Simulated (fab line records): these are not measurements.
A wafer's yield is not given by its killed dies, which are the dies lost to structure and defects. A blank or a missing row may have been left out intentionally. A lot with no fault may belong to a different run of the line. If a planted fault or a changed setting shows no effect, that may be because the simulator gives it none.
Chamber matching    flow n5Finfet    4 sister chambers for N5_MOL_CONTACT_COAG_STRIP_72 on rieDiel-04
The step strips in N2/H2. 4 wafers are shown with their chamber, then 8 later ones without.

EACH WAFER AND ITS CHAMBER
wafer   chamber  drypumpMotorCurrentA (A)
L084.3  2        5.7
L092.1  1        6.1
L092.5  3        6.0
L093.3  0        6.5

WAFERS WITH NO CHAMBER GIVEN
wafer   drypumpMotorCurrentA (A)
L093.4  6.0
L093.5  6.5
L095.2  5.9
L095.3  5.7
L095.4  6.5
L097.2  6.0
L097.3  6.1
L097.4  5.7

EACH ONE'S CHAMBER
wafer   from the rows above  in truth
L093.4  3                    3
L093.5  0                    0
L095.2  3                    3
L095.3  2                    2
L095.4  0                    0
L097.2  3                    3
L097.3  1                    1
L097.4  2                    2
8 of 8 placed correctly. Not placeable from these rows: 0. Number placed wrongly: 0.
How it was worked out, from the rows above alone: a wafer's distance from a chamber is the root of the sum, over the readings, of the square of ((its reading less the chamber's mean) divided by the reading's scatter). The wafer belongs to the nearest chamber; if the next one is less than 2 further off, it can't be placed. Each chamber's mean is taken over the wafers shown for it. The scatter: root of mean squared gap, hidden wafer to nearest shown wafer, with one shown wafer a chamber.
